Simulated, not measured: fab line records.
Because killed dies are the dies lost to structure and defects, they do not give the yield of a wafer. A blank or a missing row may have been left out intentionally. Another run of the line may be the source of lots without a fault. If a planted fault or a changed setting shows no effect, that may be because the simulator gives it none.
fab line records ; flow nand_harc
record: lots: 12; wafers: 36; last_day: 34
route steps=1302 shown A_STAIRCASE@748 END@1302
lots untouched by any fault: they come from a run of this same line in which no faults occurred
start_h: start of the lot's first displayed wafer, in hours after the record's first day ; wait_h: how many hours have passed since the lot's step before this one ; " unchanged from the row above ; L1.1+2: one row covering several wafers at once ; - no value, or no start given ; * or withheld: withheld ; < > ~ a bound
route shown NAME@n: NAME is a module with steps in the file, n the number in the route of the first one ; usual: the fault-free wafers' mean and standard deviation ; same: alike in all rows ; chamber/n: place in a boat ; sites: the reading at each site ; _std_site: how widely they spread, as a standard deviation ; _edge_site: inner sites' mean taken away from outer sites' mean ; radius_mm: for every site, how far away it sits from the centre of the wafer ; mask NAME#n: copy n ; behind: the last tool/chamber to shape the wafer ; hold: the reason the lot was held/the length of the hold in hours/how it ended ; device: the n, p or np transistor that did not switch ; end of line: tests run on the same wafers once the route is complete ; a step without rows: its recipe alone ; killed: dies that structure and defects cost at the first sort, which is not the same as the wafer's yield ; map: dies across one wafer; x = killed, . = not, _ = none there
set.NAME: the setting as run; set.NAME@STEP: as run at that earlier step ; model.NAME: the simulator's own value behind a step, which no gauge read
a sample of lots followed through the steps of the route, with each step as a table and each wafer as a row
services: when a tool's chamber went out of use (start_h, in hours from the record's first day, below 0 if earlier), for how many hours, and the reason
== steps ==
step: NHARC_A_STAIRCASE_ETCH_234
recipe: target_depth_a: 1000; time_s: 40.5; ion_energy_ev: 400; c4f8_flow_sccm: 20; o2_flow_sccm: 10; ar_flow_sccm: withheld; rf_w: 600; bias_w: 1000; chemistry: C4F8/O2
usual: oes_product_au: 0.948/0.018; rf_vpp_V: 897/6.3
same: time_s: 40.5
lot.wafer;tool;chamber;start_h;wait_h;oes_product_au;rf_hours_counter_h;rf_vpp_V
L244.1;rie_diel-10;1;-;-;0.941;40;900
L244.2;rie_diel-10;2;-;-;0.964;39;894
L244.5;rie_diel-10;2;-;-;0.971;-;896
L245.3;rie_diel-10;1;-;-;0.926;41;899
L245.1;rie_diel-10;3;-;-;0.945;36;887
L245.5;rie_diel-10;2;-;-;0.963;-;896
L246.2;rie_diel-05;3;-;-;0.968;49;888
L246.3;rie_diel-05;0;-;-;0.954;57;892
L246.5;rie_diel-05;0;-;-;0.954;-;891
L247.3;rie_diel-05;1;-;-;0.952;58;904
L247.2;rie_diel-05;2;-;-;0.975;54;890
L247.5;rie_diel-05;0;-;-;0.954;-;891
L253.2;rie_diel-05;3;-;-;0.946;11;889
L253.5;rie_diel-05;0;-;-;0.963;-;892
L253.6;rie_diel-05;1;-;-;0.945;-;903
L255.3;rie_diel-05;1;-;-;0.948;23;902
L255.5;rie_diel-05;2;-;-;0.961;-;888
L255.6;rie_diel-05;3;-;-;0.958;-;888
L256.1;rie_diel-11;2;-;-;0.919;22;905
L256.3;rie_diel-11;3;-;-;0.953;23;894
L256.6;rie_diel-11;0;-;-;0.929;-;900
L257.4;rie_diel-05;2;-;-;0.968;34;889
L257.6;rie_diel-05;1;-;-;0.957;-;904
L257.5;rie_diel-05;2;-;-;0.956;-;888
L258.2;rie_diel-10;2;-;-;0.946;36;895
L258.4;rie_diel-10;3;-;-;0.938;37;906
L258.5;rie_diel-10;2;-;-;0.943;-;895
L260.2;rie_diel-05;2;-;-;0.947;40;889
L260.1;rie_diel-05;0;-;-;0.975;38;891
L260.5;rie_diel-05;2;-;-;0.951;-;887
L264.1;rie_diel-10;2;-;-;0.936;57;894
L264.2;rie_diel-10;0;-;-;0.940;50;895
L264.5;rie_diel-10;3;-;-;0.959;-;902
L265.1;rie_diel-11;3;-;-;0.979;45;896
L265.4;rie_diel-11;1;-;-;0.930;44;903
L265.6;rie_diel-11;3;-;-;0.965;-;894
step: NHARC_A_STAIRCASE_TRIM_235
recipe: time_s: 211.2; o2_flow_sccm: 500; ar_flow_sccm: 0; bias_w: 0; chemistry: O2
usual: drypump_motor_current_A: 6.0/0.36; oes_product_au: 1.004/0.018; rf_vpp_V: 57.7/1; showerhead_plenum_p_Torr: 3.53/0.17; throttle_valve_pct: 17.036/0.0088
same: time_s: 211.2
lot.wafer;tool;chamber;start_h;wait_h;drypump_motor_current_A;oes_product_au;rf_hours_counter_h;rf_vpp_V;showerhead_plenum_p_Torr;throttle_valve_pct
L244.2;rie_diel-10;2;-;-;5.7;1.032;39;57.2;3.50;17.039
L244.1;rie_diel-10;3;-;-;5.8;1.017;35;58.6;3.29;17.043
L244.5;rie_diel-10;2;-;-;5.7;1.025;-;57.6;3.50;17.031
L245.1;rie_diel-10;3;-;-;5.9;1.009;36;55.3;3.29;17.030
L245.3;rie_diel-10;1;-;-;5.2;0.989;41;57.3;3.59;17.027
L245.5;rie_diel-10;3;-;-;5.9;0.995;-;57.8;3.29;17.045
L246.3;rie_diel-05;1;-;-;6.0;1.007;57;58.4;3.75;17.031
L246.2;rie_diel-05;0;-;-;6.6;1.000;57;57.2;3.41;17.040
L246.5;rie_diel-05;2;-;-;6.2;1.016;-;56.3;3.33;17.033
L247.2;rie_diel-05;3;-;-;5.9;1.010;51;56.7;3.31;17.038
L247.3;rie_diel-05;0;-;-;6.7;0.996;59;56.3;3.41;17.025
L247.5;rie_diel-05;2;-;-;6.2;1.003;-;57.4;3.33;17.042
L253.2;rie_diel-05;2;-;-;6.1;1.017;20;56.4;3.32;17.032
L253.6;rie_diel-05;0;-;-;6.7;1.030;-;55.5;3.40;17.029
L253.5;rie_diel-05;1;-;-;6.1;1.001;-;57.9;3.73;17.042
L255.3;rie_diel-05;0;-;-;6.6;1.024;23;56.8;3.40;17.046
L255.5;rie_diel-05;2;-;-;6.1;1.013;-;56.1;3.32;17.043
L255.6;rie_diel-05;3;-;-;6.0;1.028;-;57.2;3.30;17.027
L256.3;rie_diel-11;3;-;-;6.1;1.022;23;58.5;3.50;17.039
L256.1;rie_diel-11;0;-;-;5.6;0.975;23;59.1;3.66;17.043
L256.6;rie_diel-11;1;-;-;5.5;0.975;-;58.2;3.76;17.036
L257.4;rie_diel-05;2;-;-;6.1;1.012;34;56.3;3.31;17.041
L257.5;rie_diel-05;0;-;-;6.7;1.028;-;57.3;3.40;17.043
L257.6;rie_diel-05;1;-;-;6.1;1.014;-;58.0;3.73;17.025
L258.4;rie_diel-10;3;-;-;5.9;0.988;37;58.4;3.79;17.016
L258.2;rie_diel-10;0;-;-;5.7;0.977;32;55.4;3.48;17.032
L258.5;rie_diel-10;3;-;-;5.9;0.992;-;59.2;3.79;17.023
L260.2;rie_diel-05;2;-;-;6.2;1.009;40;57.0;3.31;17.025
L260.1;rie_diel-05;0;-;-;6.7;1.023;38;55.1;3.39;17.041
L260.5;rie_diel-05;2;-;-;6.1;1.011;-;56.5;3.31;17.032
L264.1;rie_diel-10;1;-;-;5.2;0.997;39;56.9;3.56;17.041
L264.2;rie_diel-10;0;-;-;5.6;0.989;50;58.5;3.47;17.032
L264.5;rie_diel-10;1;-;-;5.2;0.988;-;58.8;3.56;17.038
L265.1;rie_diel-11;3;-;-;6.1;1.040;45;56.1;3.49;17.035
L265.4;rie_diel-11;1;-;-;5.4;0.981;44;58.2;3.75;17.023
L265.6;rie_diel-11;2;-;-;6.2;0.994;-;58.4;3.72;17.031
step: NHARC_A_STAIRCASE_ETCH_236
recipe: target_depth_a: 1000; time_s: 40.5; ion_energy_ev: 400; c4f8_flow_sccm: 20; o2_flow_sccm: 10; ar_flow_sccm: withheld; rf_w: 600; bias_w: 1000; chemistry: C4F8/O2
usual: oes_product_au: 0.946/0.017; rf_vpp_V: 896/6.4
same: time_s: 40.5
lot.wafer;tool;chamber;start_h;wait_h;oes_product_au;rf_hours_counter_h;rf_vpp_V
L244.2;rie_diel-10;2;-;-;0.979;39;893
L244.1;rie_diel-10;3;-;-;0.953;35;887
L244.5;rie_diel-10;2;-;-;0.968;-;894
L245.3;rie_diel-10;0;-;-;0.935;37;895
L245.1;rie_diel-10;2;-;-;0.974;40;896
L245.5;rie_diel-10;0;-;-;0.937;-;895
L246.3;rie_diel-05;1;-;-;0.949;57;902
L246.2;rie_diel-05;2;-;-;0.944;53;887
L246.5;rie_diel-05;1;-;-;0.951;-;904
L247.2;rie_diel-05;0;-;-;0.958;59;892
L247.3;rie_diel-05;2;-;-;0.955;54;889
L247.5;rie_diel-05;1;-;-;0.957;-;905
L253.2;rie_diel-05;0;-;-;0.966;19;891
L253.6;rie_diel-05;2;-;-;0.950;-;889
L253.5;rie_diel-05;3;-;-;0.966;-;888
L255.3;rie_diel-05;1;-;-;0.955;23;902
L255.5;rie_diel-05;2;-;-;0.966;-;888
L255.6;rie_diel-05;3;-;-;0.958;-;887
L256.3;rie_diel-11;1;-;-;0.919;22;904
L256.1;rie_diel-11;2;-;-;0.923;22;903
L256.6;rie_diel-11;0;-;-;0.931;-;901
L257.4;rie_diel-05;1;-;-;0.953;32;903
L257.5;rie_diel-05;1;-;-;0.956;-;903
L257.6;rie_diel-05;2;-;-;0.975;-;888
L258.4;rie_diel-10;1;-;-;0.928;20;898
L258.2;rie_diel-10;2;-;-;0.922;36;893
L258.5;rie_diel-10;1;-;-;0.938;-;897
L260.2;rie_diel-05;0;-;-;0.973;38;891
L260.1;rie_diel-05;1;-;-;0.956;37;903
L260.5;rie_diel-05;0;-;-;0.972;-;891
L264.2;rie_diel-10;2;-;-;0.931;57;895
L264.1;rie_diel-10;3;-;-;0.949;57;904
L264.5;rie_diel-10;0;-;-;0.913;-;894
L265.1;rie_diel-11;2;-;-;0.927;45;903
L265.4;rie_diel-11;3;-;-;0.968;45;894
L265.6;rie_diel-11;2;-;-;0.930;-;903
step: NHARC_A_STAIRCASE_EXPOSE_265
recipe: na: 0.5; dose_mj: 25.01; mask_id: CHOP_200
usual: exposure_dose_mJ_cm2: 25.010/0.021
lot.wafer;tool;chamber;start_h;wait_h;mask;exposure_dose_mJ_cm2
L244.1;krf_scanner-02;0;375.71;-;CHOP_200#0;24.988
L244.2;krf_scanner-02;0;375.71;-;CHOP_200#0;24.989
L244.5;krf_scanner-02;0;375.71;-;CHOP_200#0;25.019
L245.1;krf_scanner-02;0;384.35;-;CHOP_200#0;25.030
L245.3;krf_scanner-02;0;384.35;-;CHOP_200#0;25.051
L245.5;krf_scanner-02;0;384.35;-;CHOP_200#0;25.006
L246.2;krf_scanner-01;0;404.53;-;CHOP_200#0;25.001
L246.3;krf_scanner-01;0;404.53;-;CHOP_200#0;25.015
L246.5;krf_scanner-01;0;404.53;-;CHOP_200#0;25.014
L247.2;krf_scanner-02;0;409.58;-;CHOP_200#0;25.028
L247.3;krf_scanner-02;0;409.58;-;CHOP_200#0;25.008
L247.5;krf_scanner-02;0;409.58;-;CHOP_200#0;25.055
L253.2;krf_scanner-04;0;475.26;-;CHOP_200#0;23.867
L253.5;krf_scanner-04;0;475.26;-;CHOP_200#0;23.837
L253.6;krf_scanner-04;0;475.26;-;CHOP_200#0;23.851
L255.3;krf_scanner-04;0;488.82;-;CHOP_200#0;23.820
L255.5;krf_scanner-04;0;488.82;-;CHOP_200#0;23.861
L255.6;krf_scanner-04;0;488.82;-;CHOP_200#0;23.856
L256.1;krf_scanner-02;0;527.16;-;CHOP_200#0;24.993
L256.3;krf_scanner-02;0;527.16;-;CHOP_200#0;24.975
L256.6;krf_scanner-02;0;527.16;-;CHOP_200#0;24.982
L257.4;krf_scanner-04;0;528.38;-;CHOP_200#0;23.843
L257.5;krf_scanner-04;0;528.38;-;CHOP_200#0;23.851
L257.6;krf_scanner-04;0;528.38;-;CHOP_200#0;23.845
L258.2;krf_scanner-02;0;529.00;-;CHOP_200#0;24.997
L258.4;krf_scanner-02;0;529.00;-;CHOP_200#0;25.005
L258.5;krf_scanner-02;0;529.00;-;CHOP_200#0;24.987
L260.1;krf_scanner-02;0;543.57;-;CHOP_200#0;25.020
L260.2;krf_scanner-02;0;543.57;-;CHOP_200#0;25.035
L260.5;krf_scanner-02;0;543.57;-;CHOP_200#0;25.005
L264.1;krf_scanner-01;0;589.12;-;CHOP_200#0;25.031
L264.2;krf_scanner-01;0;589.12;-;CHOP_200#0;24.958
L264.5;krf_scanner-01;0;589.12;-;CHOP_200#0;24.998
L265.1;krf_scanner-02;0;590.55;-;CHOP_200#0;25.003
L265.4;krf_scanner-02;0;590.55;-;CHOP_200#0;24.983
L265.6;krf_scanner-02;0;590.55;-;CHOP_200#0;24.957
step: NHARC_END_SORT_01
recipe: temp_c: 25
usual: killed_at_array: 56/17; killed_at_other: 0.9/1.2; killed_at_periphery: 3.9/2.5; killed_dies: 61/17; killed_open: 3.2/1.8; killed_short: 2.7/1.7
same: gross_dies: 677
lot.wafer;tool;chamber;start_h;wait_h;killed_at_array;killed_at_other;killed_at_periphery;killed_dies;killed_open;killed_short
L257.4;prober-01;0;741.60;3.4;79;1;1;81;1;3
killed by level:class
L257.4 A_SLIT:chamber_film_flake=34 A_CHANNEL_HOLE_D1:chamber_film_flake=30 A_STAIRCASE:chamber_film_flake=3 A_WL_FILL:chamber_film_flake=3 A_CONTACT:chamber_film_flake=3 A_M0:chamber_film_flake=3 A_M0:geometric_particle:short=2 P_CONTACT:geometric_particle:short=1
== services ==
tool;chamber;start_h;hours;kind
krf_scanner-04;-;357.41;4.0;pm
rie_diel-05;0;363.34;-;clean
rie_diel-05;1;363.34;-;clean
rie_diel-05;2;363.34;-;clean
rie_diel-05;3;363.34;-;clean
krf_scanner-01;-;386.00;5.1;repair
rie_diel-05;0;388.26;-;clean
rie_diel-05;1;388.26;-;clean
rie_diel-05;2;388.26;-;clean
rie_diel-05;3;388.26;-;clean
rie_diel-05;-;408.41;9.0;pm
rie_diel-11;-;416.68;0.2;repair
rie_diel-10;-;419.84;9.0;pm
rie_diel-10;1;432.20;13.8;repair
rie_diel-11;-;432.57;9.0;pm
krf_scanner-01;-;436.95;0.5;repair
krf_scanner-02;-;438.00;4.0;pm
krf_scanner-01;-;455.93;2.5;repair
krf_scanner-01;-;484.00;4.0;pm
krf_scanner-04;-;506.91;0.8;repair
rie_diel-11;0;520.39;3.2;repair
krf_scanner-04;-;529.41;4.0;pm
krf_scanner-04;-;537.30;0.1;repair
rie_diel-05;-;585.43;9.0;pm
== key ==
first_sign: step: NHARC_A_STAIRCASE_EXPOSE_265; reading: exposure_dose_mJ_cm2; direction: down; sigmas: 57; usual: 25.010; struck: 23.848
effect none on later readings
met_at NHARC_A_STAIRCASE_EXPOSE_265
struck_lots L253,L255,L257
tester_left_out L253,L255,L257
not_acting_at NHARC_A_STAIRCASE_ETCH_234,NHARC_A_STAIRCASE_TRIM_235,NHARC_A_STAIRCASE_ETCH_236
fault: kind: process_parameter_drift; tool: krf_scanner-04; chamber: -; onset_h: 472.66; steps: NHARC_A_STAIRCASE_EXPOSE_265; channel: dose_mj; offset: -1.1732; shape: step; acts_in: these_recipes_only; stated: 25.01
tester_left_out: of these lots the tester's yield and bins aren't shown, on N5 and GAA mostly nor the transistor test; their killed dies are dies lost to structure and defects alone, not to doping, threshold or leakage, so they don't give the yield
